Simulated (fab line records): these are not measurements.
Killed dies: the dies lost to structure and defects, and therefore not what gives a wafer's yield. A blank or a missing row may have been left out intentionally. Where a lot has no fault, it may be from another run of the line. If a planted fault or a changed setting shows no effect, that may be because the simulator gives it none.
Chamber matching ; flow n5 finfet ; N5_ILD0_LINER_00 on ald sin-02 has 4 sister chambers
The step material SiNx, target thk 4 nm, pulse time 1 s, purge time 2 s. 16 wafers are shown with their chamber, then 8 later ones without.

## WAFERS WITH THEIR CHAMBER
wafer;chamber;heater power w (W);precursor pulse height rel;susceptor temp C (C)
L075.1;0;942;0.967;399.78
L075.5;2;769;1.000;399.89
L075.6;1;816;1.020;400.06
L076.1;3;820;1.017;400.07
L076.3;0;923;1.024;400.13
L076.5;0;915;0.995;400.41
L079.2;1;815;0.987;399.97
L079.5;3;813;1.000;400.06
L079.6;0;934;1.016;399.80
L081.1;3;822;1.010;399.91
L081.4;2;757;0.996;400.06
L081.6;3;818;0.970;399.77
L083.2;1;832;1.001;399.98
L083.5;1;820;1.018;400.02
L083.6;2;765;0.979;400.00
L086.1;3;837;0.997;399.85

SIGNATURES (averages over the wafers above)
reading;chamber 0;chamber 1;chamber 2;chamber 3;scatter within a chamber
heater power w;928.50;820.75;763.67;822.00;9.17
precursor pulse height rel;1.00050;1.00650;0.99167;0.99880;0.0187
susceptor temp C;400.0300;400.0075;399.9833;399.9320;0.173
Rule: for each reading, subtract the chamber's mean from the wafer's reading, divide by that reading's scatter and square the result; add these up over the readings and take the root, which gives the wafer's distance from the chamber. If the next closest chamber is less than 2 further off than the closest, the wafer can't be placed; otherwise it belongs to the closest. The scatter: take each reading less its chamber's mean, square it, sum over the shown wafers, divide by the number of wafers less the number of chambers, and take the root.

## WAFERS MISSING THEIR CHAMBER
wafer;heater power w (W);precursor pulse height rel;susceptor temp C (C)
L086.5;827;0.974;400.35
L086.6;957;0.997;400.08
L089.1;829;0.935;400.28
L089.2;774;1.001;399.81
L089.5;835;1.035;399.92
L091.1;752;0.997;399.84
L091.2;828;0.984;400.09
L091.5;827;1.012;400.22

## EACH ONE'S CHAMBER
wafer;from the rows above;in truth
L086.5;can't be placed: 1 or 3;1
L086.6;0;0
L089.1;can't be placed: 3 or 1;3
L089.2;2;2
L089.5;can't be placed: 1 or 3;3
L091.1;2;2
L091.2;can't be placed: 3 or 1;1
L091.5;can't be placed: 1 or 3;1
Correctly placed: 3 of 8. These rows do not allow placing 5 (true chamber among the candidates in 5). Number placed wrongly: 0.
